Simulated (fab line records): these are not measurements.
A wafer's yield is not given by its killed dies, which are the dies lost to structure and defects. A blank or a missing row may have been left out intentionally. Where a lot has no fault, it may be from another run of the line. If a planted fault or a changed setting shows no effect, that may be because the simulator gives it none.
fab line records	flow nand_harc
[record] lots = 12	wafers = 36	last_day = 26
route steps=1159 shown A_STAIRCASE@738 A_SGD_CUT@767 END@1159
lots untouched by any fault: they come from a run of this same line in which no faults occurred
start_h: the number of hours between the record's first day and the start of the first shown wafer of the lot	wait_h: hours from the lot's prior step to this one	" as in the row above	L1.1+2: a single row standing in for several wafers	- no value, or no start was given	* or withheld: withheld	< > ~ a bound
route shown NAME@n: names a module that has steps shown in the file, with the first one's number in the route	usual: mean/standard deviation of fault-free wafers	same: alike in all rows	chamber/n: place in a boat	sites: the reading at each site	_std_site: their standard deviation	_edge_site: the outer-site mean with the inner-site mean subtracted	radius_mm: how far each site lies from the wafer's centre	mask NAME#n: copy n	behind: the most recent tool/chamber to have shaped the wafer	hold: what put the lot on hold/how long, in hours/how the hold closed	device: transistor that didn't switch, given as n, p or np	end of line: the route-end tests of the same wafers	a step given without rows: its recipe and nothing more	killed: at the first sort, the dies lost to defects and structure; wafer yield is something else	map: the dies of a wafer, with x for killed, . for not killed, _ for no die there
set.NAME: the run value of the setting; set.NAME@STEP: its run value at that earlier step	model.NAME: the simulator's own value behind a step, which no gauge read
a sample of lots followed through the steps of the route, with each step as a table and each wafer as a row
services: from which hour (start_h, from the record's first day; less than 0 if before it) a tool's chamber was out of use, for how many hours, and why
[[steps]]
[step NHARC_A_STAIRCASE_ETCHBACK_422]
[recipe] target_depth_a = 400	over_etch_frac = 0.3	time_s = 74.286	ion_energy_ev = 120	ch3f_flow_sccm = 50	o2_flow_sccm = 30	ar_flow_sccm = 200	rf_w = 500	bias_w = 100	chemistry = CH3F/O2
[usual] chamber_pressure_mTorr = 24.999/0.021	drypump_motor_current_A = 5.9/0.62	oes_product_au = 0.96/0.039	rf_vpp_V = 244.0/1.4	showerhead_plenum_p_Torr = 2.43/0.088	throttle_valve_pct = 20.664/0.0098
lot.wafer	tool	chamber	start_h	wait_h	chamber_pressure_mTorr	drypump_motor_current_A	oes_product_au	rf_hours_counter_h	rf_vpp_V	showerhead_plenum_p_Torr	throttle_valve_pct
L599.4	rie_diel-05	1	311.91	0.2	25.004	5.2	0.92	54	244.7	2.52	20.648
L599.3	"	2	"	"	25.024	5.3	0.95	52	244.7	2.48	20.656
L599.6	"	2	"	"	24.969	5.3	0.95	-	243.5	2.48	20.666
L600.2	rie_diel-13	1	312.09	0.1	24.990	6.4	1.00	9	244.3	2.47	20.649
L600.4	"	2	"	"	25.018	6.0	0.99	9	245.1	2.53	20.659
L600.1	"	3	"	"	25.008	5.0	1.00	10	245.4	2.56	20.690
L598.2	rie_diel-05	1	323.19	0.2	25.014	5.2	0.93	59	245.3	2.52	20.677
L598.5	"	2	"	"	25.006	5.3	0.95	-	245.9	2.48	20.665
L598.6	"	3	"	"	24.983	6.6	0.92	-	242.8	2.33	20.656
L603.4	rie_diel-05	3	323.45	0.2	25.007	6.6	0.98	56	241.1	2.33	20.668
L603.2	"	0	"	"	24.998	6.6	1.00	57	242.4	2.34	20.675
L603.1	"	1	"	"	25.010	5.2	1.00	59	244.3	2.52	20.655
L602.4	rie_diel-09	3	323.89	0.2	24.999	4.8	0.92	18	245.8	2.48	20.649
L602.2	"	0	"	"	24.966	5.7	1.00	25	247.1	2.57	20.664
L602.6	"	1	"	"	25.037	5.8	0.99	-	245.0	2.53	20.675
L605.4	rie_diel-13	0	358.17	0.1	25.008	6.1	0.98	26	241.1	2.28	20.670
L605.3	"	3	"	"	24.973	5.0	1.00	28	245.8	2.55	20.660
L605.6	"	0	"	"	24.996	6.1	0.98	-	242.0	2.28	20.659
L608.2	rie_diel-05	0	364.07	0.1	24.986	6.5	1.00	6	242.5	2.34	20.660
L608.3	"	1	"	"	24.993	5.2	0.99	5	245.0	2.51	20.660
L608.5	"	3	"	"	25.015	6.7	1.00	-	243.1	2.33	20.655
L609.4	rie_diel-05	1	375.84	0.2	24.996	5.2	0.91	10	244.8	2.51	20.682
L609.6	"	3	"	"	25.011	6.7	0.92	-	240.8	2.33	20.659
L609.5	"	0	"	"	25.017	6.5	0.92	-	243.5	2.34	20.669
L610.3	rie_diel-05	2	384.08	0.1	25.044	5.3	1.01	12	242.7	2.47	20.656
L610.2	"	0	"	"	24.956	6.5	1.00	14	242.9	2.33	20.655
L610.5	"	2	"	"	25.013	5.3	1.01	-	243.8	2.48	20.644
L614.4	rie_diel-05	1	394.52	0.1	25.017	5.2	0.98	18	244.8	2.51	20.651
L614.3	"	2	"	"	25.028	5.3	0.98	18	244.7	2.47	20.667
L614.5	"	1	"	"	24.988	5.2	0.98	-	243.9	2.51	20.672
L619.1	rie_diel-05	0	434.22	0.2	24.992	6.6	0.92	24	242.6	2.33	20.662
L619.2	"	1	"	"	24.989	5.2	0.91	30	245.2	2.50	20.651
L619.5	"	1	"	"	24.998	5.2	0.91	-	246.5	2.50	20.667
L621.3	rie_diel-13	3	446.81	0.3	25.017	5.0	0.93	66	246.5	2.54	20.676
L621.2	"	1	"	"	25.020	6.4	0.92	63	244.7	2.45	20.669
L621.6	"	3	"	"	24.993	5.0	0.93	-	246.2	2.54	20.669
[step NHARC_A_STAIRCASE_DEP_471]
[recipe] target_thk_a = 1000	temp_c = 400	pressure_torr = 6.5	rf_w = 900	teos_flow_sccm = 161.4	flow_sccm = 2650	target_thk_nm = 100	gas = O2	material = SiO2
[usual] heater_power_w = 508/93	throttle_valve_pct = 15.6/0.73
lot.wafer	tool	chamber	start_h	wait_h	heater_power_w	since_wet_clean_h	throttle_valve_pct
L599.3	pecvd-01	1	312.57	-	397	63	14.6
L599.4	"	0	"	"	543	-	16.8
L599.6	"	2	"	"	664	-	16.3
L600.1	pecvd-04	1	312.75	-	532	104	16.1
L600.2	"	2	"	"	526	104	14.9
L600.4	"	2	"	"	523	-	15.1
L598.2	pecvd-01	1	323.85	-	385	74	14.8
L598.5	"	2	"	"	654	-	16.4
L598.6	"	0	"	"	587	-	16.6
L603.2	pecvd-02	2	324.10	-	559	158	15.5
L603.1	"	0	"	"	469	158	14.6
L603.4	"	0	"	"	460	-	14.9
L602.2	pecvd-04	0	324.69	-	517	116	15.9
L602.4	"	2	"	"	489	-	14.9
L602.6	"	0	"	"	520	-	15.9
L605.3	pecvd-01	0	358.87	-	647	109	16.9
L605.4	"	0	"	"	499	-	16.9
L605.6	"	1	"	"	304	-	14.7
L608.3	pecvd-01	1	364.76	-	377	115	15.0
L608.2	"	2	"	"	630	115	16.3
L608.5	"	2	"	"	626	-	16.6
L609.4	pecvd-02	2	376.54	-	548	-	15.2
L609.6	"	0	"	"	493	-	14.8
L609.5	"	1	"	"	431	-	15.6
L610.2	pecvd-02	1	384.77	-	397	37	15.6
L610.3	"	0	"	"	517	38	15.2
L610.5	"	0	"	"	381	-	15.2
L614.3	pecvd-02	1	395.21	-	430	48	15.7
L614.5	"	0	"	"	465	-	15.0
L614.4	"	1	"	"	320	-	15.6
L619.1	pecvd-04	1	434.90	-	603	45	16.2
L619.2	"	2	"	"	450	45	14.5
L619.5	"	0	"	"	389	-	15.6
L621.3	pecvd-04	2	447.76	-	470	58	14.5
L621.2	"	0	"	"	449	58	15.4
L621.6	"	0	"	"	453	-	15.7
[step NHARC_A_SGD_CUT_STRIP_17]
[recipe] o2_flow_sccm = 500	ar_flow_sccm = 0	bias_w = 0	chemistry = O2
[usual] chamber_pressure_mTorr = 60.00/0.058	drypump_motor_current_A = 5.8/0.4	oes_product_au = 1.001/0.012	rf_vpp_V = 57.7/0.85	showerhead_plenum_p_Torr = 3.50/0.12	throttle_valve_pct = 17.037/0.0085
lot.wafer	tool	chamber	start_h	wait_h	chamber_pressure_mTorr	drypump_motor_current_A	oes_product_au	rf_hours_counter_h	rf_vpp_V	showerhead_plenum_p_Torr	throttle_valve_pct
L599.3	rie_diel-07	3	-	-	60.04	6.3	0.998	6	57.4	3.44	17.039
L599.4	"	2	"	"	60.02	6.1	0.998	6	59.0	3.42	17.033
L599.6	"	0	"	"	59.95	5.8	1.016	-	58.4	3.46	17.042
L600.1	rie_diel-02	1	-	-	59.96	6.4	1.003	10	57.5	3.59	17.042
L600.4	"	2	"	"	59.96	5.2	1.006	10	58.8	3.57	17.045
L600.2	"	3	"	"	59.90	5.5	0.999	11	58.3	3.63	17.041
L598.2	rie_diel-10	2	-	-	60.06	6.5	1.007	16	57.7	3.59	17.034
L598.5	"	1	"	"	60.03	5.3	0.985	-	58.3	3.40	17.030
L598.6	"	2	"	"	59.95	6.6	1.012	-	57.9	3.59	17.031
L603.2	rie_diel-07	3	-	-	59.91	6.2	0.988	7	57.9	3.44	17.037
L603.1	"	0	"	"	60.00	5.8	1.011	7	57.6	3.45	17.032
L603.4	"	2	"	"	59.97	6.2	1.009	7	57.9	3.42	17.029
L602.2	rie_diel-02	3	-	-	59.98	5.5	1.011	12	58.2	3.63	17.043
L602.4	"	0	"	"	60.00	6.0	1.002	12	57.8	3.72	17.029
L602.6	"	2	"	"	60.05	5.2	1.007	-	56.2	3.57	17.030
L605.3	rie_diel-07	1	-	-	59.93	5.8	1.030	11	57.1	3.29	17.034
L605.4	"	3	"	"	60.16	6.3	0.995	-	55.7	3.44	17.046
L605.6	"	1	"	"	59.95	5.8	1.024	-	57.4	3.29	17.026
L608.2	rie_diel-02	2	-	-	60.02	5.2	0.995	2	56.6	3.57	17.049
L608.3	"	3	"	"	60.11	5.5	0.999	2	59.5	3.63	17.030
L608.5	"	0	"	"	60.05	6.0	0.993	-	57.3	3.72	17.027
L609.4	rie_diel-10	2	-	-	60.01	6.5	0.987	0	57.5	3.59	17.032
L609.5	"	3	"	"	60.09	5.6	0.985	-	58.2	3.49	17.033
L609.6	"	0	"	"	60.02	5.7	1.001	-	58.8	3.49	17.036
L610.2	rie_diel-02	0	-	-	59.95	5.9	1.005	4	56.4	3.72	17.050
L610.3	"	2	"	"	60.02	5.2	0.999	5	59.3	3.57	17.046
L610.5	"	3	"	"	59.93	5.5	1.007	-	58.7	3.62	17.034
L614.4	rie_diel-07	1	-	-	60.01	5.8	1.026	16	56.4	3.29	17.023
L614.3	"	3	"	"	60.00	6.3	0.990	17	57.7	3.44	17.035
L614.5	"	0	"	"	59.97	5.8	1.008	-	57.4	3.45	17.038
L619.2	rie_diel-10	3	-	-	59.97	5.6	1.000	8	57.1	3.49	17.041
L619.1	"	1	"	"	60.08	5.2	0.995	8	57.5	3.39	17.029
L619.5	"	0	"	"	60.03	5.7	1.004	-	57.0	3.48	17.045
L621.3	rie_diel-10	2	-	-	60.02	6.6	1.000	9	58.2	3.58	17.028
L621.2	"	3	"	"	60.03	5.6	0.987	10	57.3	3.49	17.040
L621.6	"	2	"	"	59.95	6.5	0.995	-	57.5	3.58	17.043
[step NHARC_A_SGD_CUT_CMP_21]
[recipe] target_thk_nm = 148.19
[usual] motor_current_A = 11.9/1.1	slurry_flow_ml_min = 150.0/0.44	time_to_endpoint_s = 51.1/2.5
lot.wafer	tool	chamber	start_h	wait_h	motor_current_A	slurry_flow_ml_min	time_to_endpoint_s
L599.3	cmp-01	0	321.54	0.4	12.2	149.8	54.7
L599.4	"	1	"	"	12.0	149.9	56.0
L599.6	"	0	"	"	12.1	149.7	53.4
L600.4	cmp-02	0	321.54	0.4	9.5	150.2	49.0
L600.2	"	1	"	"	12.9	150.6	50.6
L600.1	"	2	"	"	11.3	149.8	51.7
L603.2	cmp-01	2	331.25	0.4	12.5	150.4	47.8
L603.1	"	0	"	"	13.1	149.7	48.3
L603.4	"	1	"	"	11.6	149.3	51.7
L598.2	cmp-04	1	331.27	0.4	12.6	151.1	53.8
L598.6	"	0	"	"	12.5	150.7	50.8
L598.5	"	1	"	"	12.6	150.4	54.6
L602.4	cmp-01	0	331.40	0.5	12.4	150.2	50.8
L602.2	"	1	"	"	11.9	150.4	54.7
L602.6	"	1	"	"	11.2	150.6	57.4
L605.3	cmp-01	3	366.72	0.4	11.2	150.1	50.3
L605.4	"	1	"	"	11.3	150.4	49.0
L605.6	"	3	"	"	10.9	150.3	51.7
L608.2	cmp-04	1	372.01	0.4	12.6	150.0	52.0
L608.3	"	2	"	"	10.8	150.5	49.1
L608.5	"	1	"	"	12.8	150.0	50.8
L609.4	cmp-02	3	383.31	0.5	13.1	150.1	50.2
L609.5	"	0	"	"	9.7	149.0	47.6
L609.6	"	1	"	"	12.5	149.5	50.8
L610.3	cmp-02	2	393.06	0.4	10.6	150.2	52.9
L610.2	"	3	"	"	13.0	150.3	31.6
L610.5	"	3	"	"	13.7	150.3	51.7
L614.3	cmp-02	2	403.64	0.4	11.3	150.5	51.1
L614.4	"	3	"	"	13.1	151.1	28.3
L614.5	"	1	"	"	12.4	150.6	52.0
L619.2	cmp-04	3	442.20	0.4	11.6	150.0	48.5
L619.1	"	2	"	"	10.8	150.3	46.3
L619.5	"	3	"	"	11.8	150.0	47.2
L621.3	cmp-01	2	454.92	0.4	12.5	150.5	53.3
L621.2	"	1	"	"	11.9	149.9	53.7
L621.6	"	2	"	"	12.5	150.6	51.2
[step NHARC_END_SORT_01]
[recipe] temp_c = 25
[usual] killed_at_array = 28/9.1	killed_at_other = 0.6/0.87	killed_at_periphery = 3.4/2.7	killed_dies = 32/9	killed_open = 3.2/1.9	killed_short = 2.0/1.3
[same] gross_dies = 677
lot.wafer	tool	chamber	start_h	wait_h	killed_at_array	killed_at_other	killed_at_periphery	killed_dies	killed_open	killed_short
L600.1	prober-02	0	439.75	2.6	21	0	5	26	0	2
L600.2	prober-02	0	440.54	2.8	25	0	9	34	4	3
L600.4	prober-02	0	442.13	3.4	22	0	5	27	2	2
L603.1	prober-02	0	475.42	2.5	24	0	1	25	4	1
L603.2	prober-02	0	476.21	2.8	23	1	1	25	6	1
L603.4	prober-02	0	477.81	3.4	24	0	1	25	3	1
L610.2	prober-02	0	526.31	2.8	28	0	1	29	1	3
L610.3	prober-02	0	527.12	3.1	33	0	3	36	4	3
L610.5	prober-02	0	528.73	3.7	25	0	1	26	4	2
L609.4	prober-02	0	543.51	3.4	49	0	0	49	3	1
L609.5	prober-02	0	544.32	3.7	36	0	3	39	7	1
L609.6	prober-02	0	545.13	4.1	38	0	1	39	3	1
L614.3	prober-02	0	550.57	3.1	37	0	2	39	4	3
L614.4	prober-02	0	551.38	3.4	40	0	0	40	1	0
L614.5	prober-02	0	552.18	3.7	39	0	7	46	7	0
L621.2	prober-02	0	612.21	2.8	43	0	1	44	3	4
L621.3	prober-02	0	613.02	3.1	34	0	3	37	4	3
L621.6	prober-02	0	615.45	4.1	25	0	3	28	2	1
// killed by level:class
L600.1 A_STAIRCASE:chamber_film_flake=8 A_SLIT:chamber_film_flake=7 P_ZERO_WELL:chamber_film_flake=3 A_CHANNEL_HOLE_D1:chamber_film_flake=2 A_SOURCE_PLATE:geometric_particle:short=1 A_M1:geometric_particle:short=1 P_STI:chamber_film_flake=1 P_M1:chamber_film_flake=1
L600.2 A_SLIT:chamber_film_flake=8 A_STAIRCASE:chamber_film_flake=5 P_ZERO_WELL:chamber_film_flake=3 P_M1:chamber_film_flake=3 A_CHANNEL_HOLE_D1:chamber_film_flake=3 P_M0:geometric_particle:open=2 A_ONON_D1:geometric_particle:short=2 A_CONTACT:chamber_film_flake=2
L600.4 A_SLIT:chamber_film_flake=11 P_ZERO_WELL:chamber_film_flake=3 A_WL_FILL:chamber_film_flake=3 A_STAIRCASE:chamber_film_flake=2 A_ONON_D1:geometric_particle:open=1 A_CHANNEL_HOLE_D1:geometric_particle:open=1 A_CHANNEL_FILL_D1:geometric_particle:short=1 A_WL_FILL:geometric_particle:short=1
L603.1 A_CHANNEL_HOLE_D1:chamber_film_flake=8 A_STAIRCASE:chamber_film_flake=6 A_ZERO_WELL:chamber_film_flake=3 A_CONTACT:chamber_film_flake=2 P_M2:geometric_particle:open=1 A_CHANNEL_FILL_D1:geometric_particle:open=1 A_CONTACT:geometric_particle:open=1 A_CONTACT:geometric_particle:short=1
L603.2 A_CONTACT:chamber_film_flake=7 A_STAIRCASE:chamber_film_flake=6 A_CHANNEL_HOLE_D1:chamber_film_flake=4 A_CONTACT:geometric_particle:open=3 P_STI:geometric_particle:short=1 A_ONON_D1:geometric_particle:open=1 A_CHANNEL_FILL_D1:geometric_particle:open=1 STARTING-WAFER:geometric_particle:open=1
L603.4 A_STAIRCASE:chamber_film_flake=6 A_ZERO_WELL:chamber_film_flake=5 A_CONTACT:chamber_film_flake=5 A_CHANNEL_HOLE_D1:chamber_film_flake=4 A_CONTACT:geometric_particle:open=2 A_ONON_D1:geometric_particle:short=1 A_STAIRCASE:geometric_particle:open=1 P_BONDPAD:chamber_film_flake=1
L610.2 A_SLIT:chamber_film_flake=14 A_CHANNEL_HOLE_D1:chamber_film_flake=3 A_CHANNEL_FILL_D1:chamber_film_flake=3 A_CONTACT:chamber_film_flake=2 A_ONON_D1:geometric_particle:short=1 A_CHANNEL_HOLE_D1:geometric_particle:short=1 A_WL_FILL:geometric_particle:short=1 A_WL_FILL:geometric_particle:open=1
L610.3 A_SLIT:chamber_film_flake=15 A_CHANNEL_HOLE_D1:chamber_film_flake=8 A_STAIRCASE:chamber_film_flake=2 A_CONTACT:chamber_film_flake=2 P_STI:geometric_particle:open=1 P_GATE:geometric_particle:open=1 P_CONTACT:geometric_particle:short=1 A_CHANNEL_HOLE_D1:geometric_particle:short=1
L610.5 A_SLIT:chamber_film_flake=12 A_STAIRCASE:chamber_film_flake=3 A_CHANNEL_HOLE_D1:chamber_film_flake=2 A_STAIRCASE:geometric_particle:short=1 A_WL_FILL:geometric_particle:open=1 A_WL_FILL:geometric_particle:short=1 A_CONTACT:geometric_particle:open=1 A_M0:geometric_particle:open=1
L609.4 A_SLIT:chamber_film_flake=22 A_CHANNEL_HOLE_D1:chamber_film_flake=9 A_CONTACT:chamber_film_flake=7 A_STAIRCASE:chamber_film_flake=3 A_CHANNEL_FILL_D1:chamber_film_flake=2 A_SGD_CUT:chamber_film_flake=2 A_CHANNEL_FILL_D1:geometric_particle:short=1 A_WL_FILL:geometric_particle:open=1
L609.5 A_SLIT:chamber_film_flake=17 A_CHANNEL_HOLE_D1:chamber_film_flake=5 A_CONTACT:chamber_film_flake=5 A_M0:geometric_particle:open=3 A_STAIRCASE:chamber_film_flake=2 P_STI:geometric_particle:short=1 P_M0:geometric_particle:open=1 A_ONON_D1:geometric_particle:open=1
L609.6 A_SLIT:chamber_film_flake=12 A_CHANNEL_HOLE_D1:chamber_film_flake=11 A_SGD_CUT:chamber_film_flake=6 A_STAIRCASE:chamber_film_flake=3 A_CONTACT:chamber_film_flake=2 A_ONON_D1:geometric_particle:short=1 A_WL_FILL:geometric_particle:open=1 A_CONTACT:geometric_particle:open=1
L614.3 A_SLIT:chamber_film_flake=13 A_CONTACT:chamber_film_flake=8 A_CHANNEL_HOLE_D1:chamber_film_flake=7 A_STAIRCASE:chamber_film_flake=3 A_SGD_CUT:geometric_particle:open=2 P_M0:geometric_particle:open=1 P_M0:geometric_particle:short=1 A_ONON_D1:geometric_particle:short=1
L614.4 A_CONTACT:chamber_film_flake=11 A_SLIT:chamber_film_flake=11 A_CHANNEL_HOLE_D1:chamber_film_flake=10 A_M1:chamber_film_flake=3 A_STAIRCASE:chamber_film_flake=2 A_CHANNEL_HOLE_D1:geometric_particle:open=1 A_CHANNEL_FILL_D1:chamber_film_flake=1 A_WL_FILL:chamber_film_flake=1
L614.5 A_SLIT:chamber_film_flake=17 A_CHANNEL_HOLE_D1:chamber_film_flake=10 A_CONTACT:chamber_film_flake=5 P_ZERO_WELL:chamber_film_flake=4 A_CONTACT:geometric_particle:open=3 A_STAIRCASE:chamber_film_flake=3 P_STI:geometric_particle:open=1 P_M0:geometric_particle:open=1
L621.2 A_SLIT:chamber_film_flake=21 A_CHANNEL_HOLE_D1:chamber_film_flake=10 A_CHANNEL_FILL_D1:geometric_particle:short=2 A_CONTACT:geometric_particle:open=2 A_ZERO_WELL:chamber_film_flake=2 A_CONTACT:chamber_film_flake=2 A_SOURCE_PLATE:geometric_particle:short=1 A_CHANNEL_FILL_D1:geometric_particle:open=1
L621.3 A_SLIT:chamber_film_flake=16 A_CHANNEL_HOLE_D1:chamber_film_flake=8 A_CONTACT:chamber_film_flake=4 A_CONTACT:geometric_particle:open=2 P_GATE:geometric_particle:open=1 P_GATE:geometric_particle:short=1 A_ONON_D1:geometric_particle:short=1 A_CHANNEL_FILL_D1:geometric_particle:open=1
L621.6 A_SLIT:chamber_film_flake=15 A_CHANNEL_HOLE_D1:chamber_film_flake=5 A_CONTACT:chamber_film_flake=3 A_CHANNEL_FILL_D1:geometric_particle:open=2 P_GATE:chamber_film_flake=2 P_M0:geometric_particle:short=1
[[services]]
tool	chamber	start_h	hours	kind
pecvd-01	-	292.38	1.7	repair
rie_diel-10	0	319.42	20.1	repair
rie_diel-02	-	327.70	9.0	pm
cmp-02	-	330.29	4.0	pm
cmp-01	-	333.15	1.0	repair
pecvd-02	-	334.32	13.0	pm
cmp-01	-	334.97	0.8	repair
rie_diel-05	-	340.63	9.0	pm
cmp-02	-	346.14	2.1	repair
cmp-02	-	353.57	7.2	repair
cmp-01	-	357.89	0.5	repair
rie_diel-07	0	359.57	5.1	repair
rie_diel-02	1	361.99	10.7	repair
rie_diel-10	-	366.32	9.0	pm
cmp-01	-	375.50	4.0	pm
pecvd-04	-	376.57	13.0	pm
rie_diel-02	0	377.88	2.2	repair
rie_diel-05	0	384.98	7.7	repair
rie_diel-05	3	385.22	1.5	repair
rie_diel-07	-	405.23	9.0	pm
pecvd-01	-	418.03	13.0	pm
cmp-02	-	428.29	4.0	pm
rie_diel-05	-	444.68	0.8	repair
rie_diel-10	1	447.99	3.9	repair
[[key]]
[first_sign] step = NHARC_A_SGD_CUT_CMP_21	reading = time_to_endpoint_s	direction = down	sigmas = 8.4	usual = *	struck = *
effect none on later readings
met_at NHARC_A_SGD_CUT_CMP_21
struck_lots L610,L614
struck_wafers L610.2,L614.4
tester_left_out L610,L614
not_acting_at NHARC_A_STAIRCASE_ETCHBACK_422,NHARC_A_STAIRCASE_DEP_471,NHARC_A_SGD_CUT_STRIP_17
onset_between 383.31 393.06
[fault] kind = process_parameter_drift	tool = cmp-02	chamber = -	onset_h = 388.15	steps = NHARC_A_SGD_CUT_CMP_21	channel = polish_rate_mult	offset = 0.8	shape = step	end_h = 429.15	scope = struck_wafers_only
// tester_left_out: of these lots the tester's yield and bins aren't shown, on N5 and GAA mostly nor the transistor test; their killed dies are dies lost to structure and defects alone, not to doping, threshold or leakage, so they don't give the yield
